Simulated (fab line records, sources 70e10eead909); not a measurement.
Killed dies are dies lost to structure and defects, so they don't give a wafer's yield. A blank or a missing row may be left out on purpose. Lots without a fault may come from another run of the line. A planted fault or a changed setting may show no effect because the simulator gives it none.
fab line records | flow nand_harc
record lots=13 wafers=37 last_day=23
route steps=1159 shown A_STAIRCASE@566 END@1159
lots that met no fault: from a run of the same line without faults
start_h: hours from the record's first day to the start of the lot's first wafer shown | wait_h: hours since the lot's step before | " the same as in the row above | L1.1+2: a row that stands for several wafers | - no value, or no start given | * or withheld: withheld | < > ~ a bound
route shown NAME@n: a module of which the file shows steps, and the number in the route of the first | usual: mean/standard deviation of fault-free wafers | same: alike in all rows | chamber/n: place in a boat | sites: the reading at each site | _std_site: their standard deviation | _edge_site: outer sites' mean less inner sites' | radius_mm: how far each site lies from the wafer's centre | mask NAME#n: copy n | behind: the tool/chamber that last shaped the wafer | hold: why the lot was held/for how many hours/how that ended | device: the transistor (n, p or np) that didn't switch | end of line: the same wafers' tests at the end of the route | a step without rows: its recipe alone | killed: dies lost to structure and defects at the first sort, not the wafer's yield | map: a wafer's dies, x killed, . not, _ none there
set.NAME: the setting as run; set.NAME@STEP: as run at that earlier step | model.NAME: the simulator's own value behind a step, which no gauge read
steps of the route over a sample of lots; a table a step, a row a wafer
services: from which hour (start_h, from the record's first day; less than 0 if before it) a tool's chamber was out of use, for how many hours, and why
## steps
# step NHARC_A_STAIRCASE_STRIP_175
# recipe power_w=1500 temp_c=250 chemistry=O2
# usual drypump_motor_current_A=5.8/0.44 heater_power_w=303/26
# columns lot.wafer tool chamber start_h wait_h drypump_motor_current_A heater_power_w rf_hours_counter_h
L629.3 plasma_asher-01 0 239.19 0.2 6.0 273 -
L629.4 " 1 " " 5.2 300 -
L629.5 " 0 " " 6.0 272 -
L630.1 plasma_asher-01 1 248.04 0.1 5.2 295 51
L630.4 " 0 " " 6.0 267 -
L630.5 " 0 " " 6.0 274 -
L634.2 plasma_asher-01 1 260.80 0.1 5.2 288 56
L634.1 " 0 " " 6.0 278 56
L634.5 " 1 " " 5.2 287 -
L633.3 plasma_asher-02 1 261.80 0.2 5.9 321 -
L633.4 " 0 " " 6.4 336 -
L633.6 " 1 " " 5.9 333 -
L636.4 plasma_asher-01 0 267.94 0.2 6.0 271 -
L636.5 " 0 " " 6.0 277 -
L636.6 " 1 " " 5.2 288 -
L637.1 plasma_asher-02 0 285.19 0.1 6.4 339 33
L637.2 " 1 " " 5.9 332 33
L637.4 " 1 " " 5.9 329 -
L638.2 plasma_asher-01 1 285.49 0.1 5.2 296 0
L638.3 " 1 " " 5.2 291 -
L638.5 " 1 " " 5.2 290 -
L642.4 plasma_asher-02 0 318.47 0.2 6.3 343 -
L642.5 " 0 " " 6.4 332 -
L644.3 plasma_asher-01 0 326.27 0.2 6.0 272 -
L644.4 " 1 " " 5.2 293 -
L646.2 plasma_asher-01 1 336.31 0.1 5.2 294 16
L646.4 " 0 " " 6.0 273 -
L646.3 " 1 " " 5.2 288 -
L649.2 plasma_asher-01 0 344.82 0.1 6.0 269 21
L649.3 " 0 " " 6.0 267 -
L649.4 " 1 " " 5.2 291 -
L648.1 plasma_asher-01 1 348.25 0.1 5.2 286 22
L648.3 " 1 " " 5.2 298 -
L648.6 " 1 " " 5.2 298 -
L650.2 plasma_asher-02 0 362.26 0.1 6.4 331 58
L650.1 " 1 " " 5.9 332 58
L650.4 " 1 " " 5.9 326 -
# step NHARC_A_STAIRCASE_TRIM_193
# recipe time_s=211.2 o2_flow_sccm=500 ar_flow_sccm=0 bias_w=0 chemistry=O2
# usual drypump_motor_current_A=5.5/0.39 oes_product_au=1.004/0.0093 rf_vpp_V=57.9/0.87 showerhead_plenum_p_Torr=3.49/0.11 throttle_valve_pct=17.037/0.0087
# columns lot.wafer tool chamber start_h wait_h drypump_motor_current_A oes_product_au rf_hours_counter_h rf_vpp_V showerhead_plenum_p_Torr throttle_valve_pct
L629.3 rie_diel-04 2 - - 5.9 1.011 45 58.2 3.50 17.025
L629.4 " 0 " " 5.6 0.974 41 57.1 3.53 17.039
L629.5 " 3 " " 5.2 0.997 - 56.0 3.39 17.033
L630.4 rie_diel-04 0 - - 5.6 0.990 44 58.6 3.53 17.041
L630.1 " 2 " " 5.8 1.007 49 58.5 3.50 17.035
L630.5 " 0 " " 5.6 0.988 - 58.2 3.53 17.041
L634.1 rie_diel-04 0 - - 5.6 0.983 48 56.5 3.53 17.047
L634.2 " 2 " " 5.8 1.011 53 56.8 3.49 17.048
L634.5 " 1 " " 5.0 1.002 - 58.3 3.54 17.046
L633.4 rie_diel-01 0 - - 5.9 1.028 41 57.3 3.31 17.046
L633.3 " 1 " " 4.8 1.004 41 58.4 3.29 17.028
L633.6 " 2 " " 6.2 1.007 - 58.3 3.43 17.024
L636.4 rie_diel-02 0 - - 6.0 1.010 39 58.8 3.48 17.038
L636.5 " 3 " " 5.4 1.006 - 57.1 3.54 17.026
L636.6 " 0 " " 6.0 1.017 - 57.7 3.48 17.037
L637.4 rie_diel-02 2 - - 5.2 1.001 48 58.3 3.28 17.046
L637.1 " 0 " " 6.0 1.003 44 56.5 3.48 17.039
L637.2 " 1 " " 5.5 1.018 45 58.2 3.58 17.025
L638.2 rie_diel-01 3 - - 5.4 1.004 56 58.4 3.57 17.036
L638.3 " 0 " " 5.9 1.019 52 57.8 3.31 17.055
L638.5 " 3 " " 5.4 1.005 - 57.5 3.57 17.033
L642.4 rie_diel-04 2 - - 5.8 1.002 9 59.9 3.48 17.041
L642.5 " 1 " " 4.9 1.012 - 56.8 3.53 17.043
L644.4 rie_diel-01 1 - - 4.8 0.989 1 57.8 3.81 17.035
L644.3 " 2 " " 6.2 1.005 2 58.7 3.42 17.044
L646.3 rie_diel-02 3 - - 5.4 1.000 0 58.5 3.53 17.035
L646.4 " 0 " " 6.0 1.016 0 56.8 3.47 17.033
L646.2 " 1 " " 5.5 1.010 0 59.0 3.57 17.049
L649.3 rie_diel-04 0 - - 5.6 1.003 22 60.2 3.51 17.026
L649.4 " 1 " " 5.0 1.016 20 57.6 3.52 17.045
L649.2 " 2 " " 5.8 1.000 20 58.4 3.48 17.039
L648.3 rie_diel-02 1 - - 5.5 1.019 6 58.6 3.57 17.042
L648.1 " 0 " " 6.0 1.016 6 54.9 3.47 17.035
L648.6 " 1 " " 5.5 1.014 - 58.3 3.57 17.046
L650.1 rie_diel-02 2 - - 5.3 1.009 9 58.2 3.80 17.040
L650.2 " 0 " " 6.0 1.000 11 57.6 3.47 17.036
L650.4 " 2 " " 5.2 1.006 - 58.1 3.80 17.031
# step NHARC_A_STAIRCASE_ETCH_197
# recipe target_depth_a=1000 time_s=40.5 ion_energy_ev=400 c4f8_flow_sccm=20 o2_flow_sccm=10 ar_flow_sccm=withheld rf_w=600 bias_w=1000 chemistry=C4F8/O2
# usual oes_product_au=0.950/0.019 rf_fwd_power_W=592.6/2 rf_vpp_V=894/4.7 run_length_s=61.7/0.55
# columns lot.wafer tool chamber start_h wait_h oes_product_au rf_fwd_power_W rf_hours_counter_h rf_vpp_V run_length_s
L629.3 rie_diel-02 1 242.02 - 0.991 591.5 28 898 60.9
L629.4 " 0 " " 0.981 590.6 27 894 61.5
L629.5 " 1 " " 0.989 591.8 - 899 61.6
L630.1 rie_diel-02 1 251.27 - 0.987 591.2 32 898 61.4
L630.4 " 0 " " 0.963 591.5 31 894 62.0
L630.5 " 2 " " 0.993 593.5 - 887 62.6
L634.2 rie_diel-04 3 264.17 - 0.948 594.6 47 890 61.1
L634.1 " 1 " " 0.941 596.6 53 896 62.1
L634.5 " 3 " " 0.933 591.4 - 889 61.0
L633.4 rie_diel-02 0 265.27 - 0.976 593.0 37 895 61.7
L633.3 " 1 " " 0.997 593.8 37 897 61.3
L633.6 " 1 " " 0.993 591.0 - 897 60.9
L636.4 rie_diel-04 3 270.69 - 0.934 591.2 51 891 61.3
L636.5 " 3 " " 0.935 591.5 - 891 61.1
L636.6 " 0 " " 0.931 594.1 - 895 61.5
L637.2 rie_diel-02 0 288.31 - 0.953 591.0 44 893 61.4
L637.1 " 2 " " 0.958 591.9 49 886 62.7
L637.4 " 3 " " 0.948 588.8 44 897 61.7
L638.3 rie_diel-01 1 288.33 - 0.962 592.7 53 887 61.5
L638.2 " 2 " " 0.952 589.7 60 893 62.1
L638.5 " 1 " " 0.968 591.4 - 888 61.5
L642.4 rie_diel-04 2 321.59 - 0.955 - 9 896 49.4
L642.5 " 0 " " 0.942 592.1 - 897 61.5
L644.3 rie_diel-04 0 329.13 - 0.920 - 11 895 48.3
L644.4 " 1 " " 0.930 - 11 895 47.9
L646.2 rie_diel-04 2 339.11 - 0.952 592.4 18 895 63.2
L646.4 " 0 " " 0.970 - 19 895 48.2
L646.3 " 1 " " 0.957 - 17 897 48.2
L649.3 rie_diel-01 0 348.19 - 0.942 591.8 9 889 62.1
L649.2 " 1 " " 0.929 594.5 10 904 61.5
L649.4 " 2 " " 0.945 590.9 11 893 61.3
L648.1 rie_diel-02 1 351.08 - 0.956 593.0 6 899 61.2
L648.3 " 0 " " 0.961 592.2 7 896 61.7
L648.6 " 1 " " 0.963 591.6 - 898 61.1
L650.1 rie_diel-02 2 365.30 - 0.961 592.5 9 905 62.5
L650.2 " 0 " " 0.970 595.2 11 893 61.5
L650.4 " 0 " " 0.961 590.4 - 895 61.7
# step NHARC_A_STAIRCASE_TRIM_200
# recipe time_s=211.2 o2_flow_sccm=500 ar_flow_sccm=0 bias_w=0 chemistry=O2
# usual drypump_motor_current_A=5.5/0.41 oes_product_au=1.005/0.01 rf_vpp_V=57.7/0.86 showerhead_plenum_p_Torr=3.47/0.13 throttle_valve_pct=17.036/0.0092
# columns lot.wafer tool chamber start_h wait_h drypump_motor_current_A oes_product_au rf_hours_counter_h rf_vpp_V showerhead_plenum_p_Torr throttle_valve_pct
L629.4 rie_diel-02 3 - - 5.4 0.996 28 56.4 3.54 17.057
L629.3 " 0 " " 6.0 1.005 27 58.7 3.49 17.044
L629.5 " 2 " " 5.2 1.014 - 57.9 3.29 17.026
L630.4 rie_diel-02 1 - - 5.6 1.007 32 58.3 3.59 17.040
L630.1 " 2 " " 5.2 1.005 34 56.2 3.29 17.024
L630.5 " 1 " " 5.5 1.009 - 58.0 3.59 17.028
L634.2 rie_diel-04 3 - - 5.3 1.011 47 58.0 3.38 17.032
L634.1 " 0 " " 5.6 0.985 49 57.4 3.52 17.032
L634.5 " 0 " " 5.6 0.985 - 57.9 3.52 17.049
L633.3 rie_diel-02 3 - - 5.4 1.002 39 58.6 3.54 17.037
L633.4 " 1 " " 5.5 1.022 37 59.6 3.59 17.031
L633.6 " 2 " " 5.2 1.021 - 58.8 3.29 17.046
L636.4 rie_diel-04 1 - - 4.9 0.995 57 57.7 3.53 17.039
L636.6 " 3 " " 5.3 1.002 - 56.5 3.38 17.034
L636.5 " 0 " " 5.6 0.984 - 56.8 3.52 17.031
L637.4 rie_diel-02 1 - - 5.5 1.016 45 56.7 3.58 17.048
L637.2 " 2 " " 5.2 1.009 49 56.2 3.28 17.032
L637.1 " 3 " " 5.4 1.005 45 58.9 3.53 17.028
L638.2 rie_diel-01 1 - - 4.8 1.013 53 57.5 3.29 17.030
L638.3 " 2 " " 6.2 1.011 61 56.7 3.43 17.023
L638.5 " 1 " " 4.8 1.005 - 57.6 3.29 17.031
L642.4 rie_diel-04 2 - - 5.9 1.004 9 57.4 3.48 17.043
L642.5 " 1 " " 5.0 1.007 - 57.7 3.53 17.045
L644.4 rie_diel-04 3 - - 5.3 0.989 14 57.7 3.37 17.025
L644.3 " 1 " " 5.0 1.021 14 58.1 3.52 17.036
L646.2 rie_diel-04 0 - - 5.6 0.994 19 57.0 3.51 17.038
L646.4 " 1 " " 4.9 1.015 18 58.2 3.52 17.039
L646.3 " 2 " " 5.9 1.006 18 57.1 3.48 17.031
L649.3 rie_diel-01 0 - - 5.9 1.005 10 57.6 3.30 17.042
L649.2 " 1 " " 4.7 0.993 10 58.4 3.80 17.034
L649.4 " 3 " " 5.4 0.988 11 58.2 3.56 17.043
L648.1 rie_diel-02 0 - - 6.0 1.026 7 57.3 3.47 17.028
L648.3 " 3 " " 5.4 1.014 6 56.8 3.52 17.040
L648.6 " 0 " " 6.0 1.028 - 58.4 3.47 17.019
L650.2 rie_diel-02 1 - - 5.5 1.022 11 59.1 3.57 17.029
L650.1 " 0 " " 6.0 1.018 11 56.4 3.47 17.033
L650.4 " 0 " " 6.0 1.017 - 57.5 3.47 17.051
# step NHARC_END_SORT_01
# recipe temp_c=25
# usual killed_at_array=27/11 killed_at_other=0.7/1.1 killed_at_periphery=3.4/2.1 killed_dies=31/12 killed_open=3.6/2 killed_short=2.0/1.3
# same gross_dies=677
# columns lot.wafer tool chamber start_h wait_h killed_at_array killed_at_other killed_at_periphery killed_dies killed_open killed_short
L642.4 prober-01 0 508.59 3.4 670 0 7 677 2 4
L642.5 prober-01 0 509.38 3.7 36 0 5 41 6 0
L644.3 prober-01 0 534.22 3.1 672 1 4 677 5 1
L644.4 prober-01 0 535.02 3.4 670 2 5 677 0 3
L646.2 prober-01 0 555.06 2.8 50 3 7 60 3 2
L646.3 prober-01 0 555.86 3.1 668 1 8 677 7 1
L646.4 prober-01 0 556.67 3.4 672 0 5 677 3 0
# killed by level:class
L642.4 A_STAIRCASE:area_etch=632 A_CHANNEL_HOLE_D1:chamber_film_flake=23 A_CONTACT:chamber_film_flake=7 P_M1:chamber_film_flake=4 A_WL_FILL:geometric_particle:short=3 A_WL_FILL:chamber_film_flake=3 P_M1:geometric_particle:open=1 A_CHANNEL_FILL_D1:geometric_particle:short=1
L642.5 A_CHANNEL_HOLE_D1:chamber_film_flake=26 A_CONTACT:chamber_film_flake=4 A_WL_FILL:geometric_particle:open=2 A_BLC:geometric_particle:open=2 P_GATE:chamber_film_flake=2 P_M1:chamber_film_flake=2 P_CONTACT:geometric_particle:open=1 A_CHANNEL_FILL_D1:geometric_particle:open=1
L644.3 A_STAIRCASE:area_etch=649 A_SLIT:chamber_film_flake=8 A_CHANNEL_HOLE_D1:chamber_film_flake=5 P_STI:chamber_film_flake=3 A_CONTACT:chamber_film_flake=3 A_STAIRCASE:chamber_film_flake=2 A_ONON_D1:geometric_particle:open=1 A_STAIRCASE:geometric_particle:open=1
L644.4 A_STAIRCASE:area_etch=647 A_SLIT:chamber_film_flake=15 A_CHANNEL_HOLE_D1:chamber_film_flake=5 P_STI:chamber_film_flake=3 THIN_TSV:chamber_film_flake=2 P_GATE:geometric_particle:short=1 A_SOURCE_PLATE:geometric_particle:short=1 A_SGD_CUT:geometric_particle:short=1
L646.2 A_CHANNEL_HOLE_D1:chamber_film_flake=24 A_SLIT:chamber_film_flake=8 A_CONTACT:chamber_film_flake=8 A_STAIRCASE:chamber_film_flake=7 P_ZERO_WELL:chamber_film_flake=4 THIN_TSV:chamber_film_flake=3 A_WL_FILL:geometric_particle:open=2 P_M0:geometric_particle:short=1
L646.3 A_STAIRCASE:area_etch=620 A_CHANNEL_HOLE_D1:chamber_film_flake=19 A_SLIT:chamber_film_flake=13 A_STAIRCASE:chamber_film_flake=5 P_ZERO_WELL:chamber_film_flake=4 A_CONTACT:chamber_film_flake=4 A_BLC:geometric_particle:open=3 P_STI:chamber_film_flake=2
L646.4 A_STAIRCASE:area_etch=626 A_CHANNEL_HOLE_D1:chamber_film_flake=26 A_STAIRCASE:chamber_film_flake=7 A_SLIT:chamber_film_flake=6 P_ZERO_WELL:chamber_film_flake=4 A_CONTACT:chamber_film_flake=4 P_M2:geometric_particle:open=1 A_CHANNEL_FILL_D1:geometric_particle:open=1
## services
# columns tool chamber start_h hours kind
rie_diel-01 3 223.43 9.2 repair
rie_diel-02 3 229.59 5.3 repair
rie_diel-02 0 234.03 - clean
rie_diel-02 1 234.03 - clean
rie_diel-02 2 234.03 - clean
rie_diel-01 0 236.14 16.6 repair
rie_diel-02 0 258.53 - clean
rie_diel-02 1 258.53 - clean
rie_diel-02 2 258.53 - clean
rie_diel-02 3 258.53 - clean
plasma_asher-01 - 276.32 9.0 pm
rie_diel-02 0 283.09 - clean
rie_diel-02 1 283.09 - clean
rie_diel-02 2 283.09 - clean
rie_diel-02 3 283.09 - clean
rie_diel-04 - 288.94 9.0 pm
rie_diel-02 0 307.59 - clean
rie_diel-02 1 307.59 - clean
rie_diel-04 3 308.63 6.8 repair
rie_diel-01 - 315.80 9.0 pm
rie_diel-02 - 328.71 9.0 pm
plasma_asher-02 - 339.16 0.9 repair
rie_diel-04 3 359.07 13.1 repair
plasma_asher-02 - 362.54 9.0 pm
## key
first_sign step=NHARC_A_STAIRCASE_ETCH_197 reading=run_length_s direction=down sigmas=24 usual=* struck=*
effect step=NHARC_END_SORT_01 reading=killed_at_array direction=up sigmas=57 usual=27 struck=670
more_kills_born_at NHARC_A_STAIRCASE_ETCH_197@rie_diel-04=3174
met_at NHARC_A_STAIRCASE_ETCH_197
struck_lots L642,L644,L646
struck_wafers L642.4,L644.3,L644.4,L646.3,L646.4
later_rows_left_out L642.4,L644.3,L644.4,L646.3,L646.4
tester_left_out L642,L644,L646
not_acting_at NHARC_A_STAIRCASE_STRIP_175,NHARC_A_STAIRCASE_TRIM_193,NHARC_A_STAIRCASE_TRIM_200
onset_between 270.69 321.59
fault kind=process_parameter_drift tool=rie_diel-04 chamber=- onset_h=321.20 steps=NHARC_A_STAIRCASE_ETCH_197 channel=time_s offset=* shape=step end_h=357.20 scope=struck_wafers_only acts_in=* stated=*
# tester_left_out: of these lots the tester's yield and bins aren't shown, on N5 and GAA mostly nor the transistor test; their killed dies are dies lost to structure and defects alone, not to doping, threshold or leakage, so they don't give the yield
# later_rows_left_out: the simulator's readings of these wafers behind a module that went badly wrong aren't trusted and aren't shown, but for the sort
